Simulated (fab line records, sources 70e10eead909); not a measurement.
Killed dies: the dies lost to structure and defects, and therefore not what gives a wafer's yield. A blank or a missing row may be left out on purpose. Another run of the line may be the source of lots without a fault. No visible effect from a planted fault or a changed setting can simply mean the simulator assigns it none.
Which tool did it?    flow nand harc    12 lots with 36 wafers sampled at 4 steps, on a route of 1302 steps

== WHAT EACH GAUGE READ, for each wafer ==
NHARC_A_BONDPAD_THK_MEAS_30: measures by ellipsometry.
lot   measured      on             thk nm (nm)
L077  day 23 14:42  film metro-02  199.2 199.4 198.3
L075  day 23 22:29  film metro-01  202.4 199.4 201.0
L079  day 24 15:21  film metro-02  201.4 201.6 201.8
L080  day 25 12:30  film metro-01  200.2 202.6 201.0
L082  day 26 05:00  film metro-02  200.6 199.4 200.4
L085  day 27 06:41  film metro-01  198.9 200.5 200.4
L087  day 28 10:38  film metro-01  200.4 200.5 201.1
L088  day 29 11:06  film metro-02  198.5 198.4 201.6
L092  day 29 15:38  film metro-02  202.9 201.8 201.5
L093  day 30 21:48  film metro-01  200.8 198.8 201.5
L095  day 31 12:32  film metro-01  200.9 197.0 201.6
L096  day 32 20:12  film metro-02  202.1 201.5 200.3

== TOOL THAT RAN EACH LOT (tool first, then ch and the chambers of the sampled wafers, then the start) ==
lot   NHARC_A_M1_ETCH_35                  NHARC_A_M1_PVD_20                        NHARC_A_BONDPAD_CMP_29
L077  rie diel-06 ch 0,2,3, day 23 10:46  pvd sputter-02, day 23 14:30 or earlier  cmp-03 ch 0,2,3, day 23 14:30
L075  rie diel-06 ch 1,2, day 23 18:38    pvd sputter-03, day 23 22:15 or earlier  cmp-01 ch 1,3, day 23 22:15
L079  rie diel-06 ch 0,2,3, day 24 11:27  pvd sputter-01, day 24 15:06 or earlier  cmp-02 ch 0,1,3, day 24 15:06
L080  rie diel-06 ch 0,1,2, day 25 08:35  pvd sputter-03, day 25 12:18 or earlier  cmp-02 ch 0,1,3, day 25 12:18
L082  rie diel-06 ch 0,1, day 26 01:10    pvd sputter-01, day 26 04:46 or earlier  cmp-03 ch 2,3, day 26 04:46
L085  rie diel-09 ch 1,2, day 27 02:49    pvd sputter-01, day 27 06:26 or earlier  cmp-03 ch 2,3, day 27 06:26
L087  rie diel-12 ch 0,2,3, day 28 06:49  pvd sputter-03, day 28 10:26 or earlier  cmp-03 ch 0,1,3, day 28 10:26
L088  rie diel-06 ch 0,2,3, day 29 07:14  pvd sputter-02, day 29 10:53 or earlier  cmp-01 ch 0,1,3, day 29 10:53
L092  rie diel-06 ch 2,3, day 29 11:47    pvd sputter-02, day 29 15:23 or earlier  cmp-03 ch 0,1,2, day 29 15:23
L093  rie diel-12 ch 0,1,3, day 30 17:56  pvd sputter-02, day 30 21:32 or earlier  cmp-02 ch 2,3, day 30 21:32
L095  rie diel-09 ch 0,1,3, day 31 08:33  pvd sputter-01, day 31 12:17 or earlier  cmp-03 ch 0,1,3, day 31 12:17
L096  rie diel-12 ch 0,1, day 32 16:01    pvd sputter-01, day 32 19:59 or earlier  cmp-03 ch 0,1,2, day 32 19:59
- NHARC_A_M1_ETCH_35: etches the open film in N2/H2, target depth 40 nm, overetch 12 nm, time 43.94 s.
- NHARC_A_M1_PVD_20: deposits TaN, target thk 5 nm, time 8.06 s.
- NHARC_A_BONDPAD_CMP_29: polishes SiCN, target thk 200 nm.

== THE ANSWER, worked out from the rows above alone ==
Rule: usual is defined by the lots themselves. Put in order of their means at a reading, lots are off if they are a third of the lots or fewer, leave a main group of 4 or more, and stand apart from it by a gap of 3 or more times the standard deviation of the main group's means; of several such gaps the widest counts. The tables above print the reading to a certain number of digits; a main group whose means all agree to those digits is not used. Also off: a lot with no number at a reading for which 4 or more lots have one. Where the step has rows for the other lots, those lots are counted as sound.
Nothing can be told from this: no lot is off at any reading shown.

== WHAT THE SIMULATOR HAD INSERTED ==
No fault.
